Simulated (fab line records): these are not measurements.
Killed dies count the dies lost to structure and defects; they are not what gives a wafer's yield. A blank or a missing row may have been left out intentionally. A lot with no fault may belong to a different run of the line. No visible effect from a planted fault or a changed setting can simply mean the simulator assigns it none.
Split-lot experiment | flow n5_finfet | 21 wafers read from 7 lots, route of 1938 steps

ABOUT THE SPLIT
At N5_BEOL_M9_COAT_59 (time 60 s, resist thk 100 nm), the setting spin_rpm was moved away from the recipe's 1500 rpm on 6 of the 21 wafers read, by -9.5% to +9.8%. For the rest of the wafers, this setting stayed at what the recipe calls for.

FROM THE SPLIT TO THE READING: what the file shows between them, 9 steps
- N5_BEOL_M9_EXPOSE_08: exposes mask M9 (also split here: dose_mj)
- N5_BEOL_M9_PEB_09: peb time 60 s
- N5_BEOL_M9_DEVELOP_10: develop time 30 s
- N5_BEOL_M9_CD_MEAS_11: target cd 64.1 nm
- N5_BEOL_M9_DESCUM_16: chemistry O2, time 7.9 s
- N5_BEOL_M9_ETCH_61: etches SiARC in CF4, target depth 39 nm, time 65 s
- N5_BEOL_M9_ETCH_62: etches SOC in N2/H2, target depth 110 nm, overetch 22 nm, time 165 s
- N5_BEOL_M9_STRIP_68: strips in N2/H2
- N5_BEOL_M9_STRIP_67: strips in CF4

THE READING
SOC_of_BEOL_M9_COAT_59.thk_nm (the simulator's own value, which no gauge read), in nm, at N5_BEOL_M9_HM_OPEN_17 (chemistry Cl2/BCl3, target TiN, target depth 20 nm, overetch 6 nm). The file does not state a usual value for it. Average 92.1 nm, standard deviation 0.6 nm, over the 15 wafers here run with the recipe.

wafer  | tool, chamber at the split | spin_rpm as run, rpm | against the recipe | SOC_of_BEOL_M9_COAT_59.thk_nm, nm | against lot-mates on the recipe
L077.4 | litho_track-05, 0          | 1500                 | recipe             | 91.2                              | -
L077.5 | litho_track-05, 0          | 1500                 | recipe             | 91.4                              | -
L077.6 | litho_track-05, 0          | 1500                 | recipe             | 91.6                              | -
L076.3 | litho_track-05, 0          | 1500                 | recipe             | 92                                | -
L076.4 | litho_track-05, 0          | 1500                 | recipe             | 91.4                              | -
L076.5 | litho_track-05, 0          | 1647                 | +9.8%              | 86.8                              | -4.9
L083.1 | litho_track-01, 0          | 1500                 | recipe             | 92.4                              | -
L083.5 | litho_track-01, 0          | 1358                 | -9.5%              | 96.8                              | +4.5
L083.6 | litho_track-01, 0          | 1500                 | recipe             | 92.2                              | -
L085.1 | litho_track-05, 0          | 1500                 | recipe             | 92.8                              | -
L085.2 | litho_track-05, 0          | 1446                 | -3.6%              | 94.8                              | +2.0
L085.4 | litho_track-05, 0          | 1446                 | -3.6%              | 94.6                              | +1.8
L088.1 | litho_track-05, 0          | 1500                 | recipe             | 91.6                              | -
L088.2 | litho_track-05, 0          | 1500                 | recipe             | 92.6                              | -
L088.3 | litho_track-05, 0          | 1500                 | recipe             | 92.6                              | -
L090.1 | litho_track-05, 0          | 1500                 | recipe             | 93.4                              | -
L090.2 | litho_track-05, 0          | 1500                 | recipe             | 92.2                              | -
L090.3 | litho_track-05, 0          | 1500                 | recipe             | 92                                | -
L092.1 | litho_track-04, 0          | 1500                 | recipe             | 91.6                              | -
L092.2 | litho_track-04, 0          | 1376                 | -8.3%              | 96                                | +4.4
L092.6 | litho_track-04, 0          | 1376                 | -8.3%              | 96.2                              | +4.6

THE FIT
A straight line over all 21 wafers: SOC_of_BEOL_M9_COAT_59.thk_nm changes by -0.521 nm for each +1% of spin_rpm; r = -0.96; the points scatter about the line by 0.59 nm.
The same after taking each lot's own level away (the mean of its wafers on the recipe; 21 wafers): -0.512 nm for each +1%; r = -0.99; scatter 0.36 nm.
The reading moves by 5 nm for the largest change in spin_rpm, on that fit.
Measured against the standard deviation above, the lots' own levels, which go from 91.40 to 92.80 nm, span 2.3 times it.
So the lot-to-lot level changes the slope little: the two slopes agree.
Check: with one of the wafers moved furthest among these (+9.8%) left out of the fit, the line predicts -5.06 nm for it against its lot-mates. It came out at -4.9 nm against them.

OTHER SPLITS APPLIED TO THESE WAFERS
Before the reading, these wafers also passed through other splits. Each is held against what the fit with the lots' levels taken away leaves over:
other split on the same wafers   | wafers away from the commonest value | r with SOC_of_BEOL_M9_COAT_59.thk_nm (lot level and that fit taken away)
N5_BEOL_M7_TRENCH_ETCH_37 time_s | 4                                    | -0.35
N5_BEOL_M8_COAT_22 spin_rpm      | 7                                    | +0.19
N5_BEOL_M8_DESCUM_33 time_s      | 7                                    | +0.04
N5_BEOL_M9_EXPOSE_08 dose_mj     | 8                                    | +0.01

THE WHOLE CHAIN: every reading that the file lists as answering this split, in the file's order
step                  | what it does                                                         | reading                                                                        | change (the file's fit)               | r (the file's)
N5_BEOL_M9_COAT_59    | time 60 s, resist thk 100 nm                                         | SOC_of_BEOL_M9_COAT_59.thk_nm (the simulator's own value, which no gauge read) | -0.524 nm for each +1% of the setting | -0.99
N5_BEOL_M9_ETCH_62    | etches SOC in N2/H2, target depth 110 nm, overetch 22 nm, time 165 s | etch.depth_nm (the simulator's own value, which no gauge read)                 | -0.516 nm for each +1% of the setting | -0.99
N5_BEOL_M9_HM_OPEN_17 | chemistry Cl2/BCl3, target TiN, target depth 20 nm, overetch 6 nm    | SOC_of_BEOL_M9_COAT_59.thk_nm (the simulator's own value, which no gauge read) | -0.504 nm for each +1% of the setting | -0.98

FILE'S OWN FIT
SOC_of_BEOL_M9_COAT_59.thk_nm changes by -0.504 nm for each +1% of spin_rpm, r = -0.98.
